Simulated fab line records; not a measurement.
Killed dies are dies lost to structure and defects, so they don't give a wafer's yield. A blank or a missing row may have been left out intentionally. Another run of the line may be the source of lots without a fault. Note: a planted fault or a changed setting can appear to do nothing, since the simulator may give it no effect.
Matching of chambers :: flow nand-harc :: NHARC_A_STAIRCASE_DEP_151 on pecvd-02 has 3 sister chambers
The step deposits SiO2, target thk 3800 nm. 3 wafers are shown with their chamber, then 12 later ones without.

## WAFERS WITH THEIR CHAMBER
wafer: L091.2
chamber: 1
heater-power-w (W): 676

wafer: L091.4
chamber: 0
heater-power-w (W): 603

wafer: L091.6
chamber: 2
heater-power-w (W): 824

## WAFERS WHOSE CHAMBER IS MISSING
wafer: L095.2
heater-power-w (W): 616

wafer: L095.5
heater-power-w (W): 837

wafer: L095.6
heater-power-w (W): 596

wafer: L095.1
heater-power-w (W): 875

wafer: L095.3
heater-power-w (W): 719

wafer: L095.4
heater-power-w (W): 620

wafer: L096.3
heater-power-w (W): 880

wafer: L096.4
heater-power-w (W): 589

wafer: L096.5
heater-power-w (W): 836

wafer: L096.1
heater-power-w (W): 645

wafer: L096.2
heater-power-w (W): 700

wafer: L096.6
heater-power-w (W): 597

## WHICH CHAMBER EACH WENT THROUGH
wafer: L095.2
from the rows above: can't be placed: 0 or 1
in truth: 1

wafer: L095.5
from the rows above: 2
in truth: 2

wafer: L095.6
from the rows above: 0
in truth: 0

wafer: L095.1
from the rows above: 2
in truth: 2

wafer: L095.3
from the rows above: 1
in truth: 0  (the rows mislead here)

wafer: L095.4
from the rows above: can't be placed: 0 or 1
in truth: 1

wafer: L096.3
from the rows above: 2
in truth: 2

wafer: L096.4
from the rows above: 0
in truth: 0

wafer: L096.5
from the rows above: 2
in truth: 2

wafer: L096.1
from the rows above: can't be placed: 1 or 0
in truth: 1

wafer: L096.2
from the rows above: 1
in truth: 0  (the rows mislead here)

wafer: L096.6
from the rows above: 0
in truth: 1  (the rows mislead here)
Correct placement for 6 of the 12. Cannot be placed on the basis of these rows: 3; the candidates contain the true chamber in 3. Wrongly placed: 3.
How it was worked out, from the rows above alone: a wafer's distance from a chamber is the root of the sum, over the readings, of the square of ((its reading less the chamber's mean) divided by the reading's scatter). If the next closest chamber is less than 2 further off than the closest, the wafer can't be placed; otherwise it belongs to the closest. Each chamber's mean is taken over the wafers shown for it. The scatter: with one shown wafer a chamber, the root of the mean of the squares of how far each hidden wafer lies from its nearest shown one.
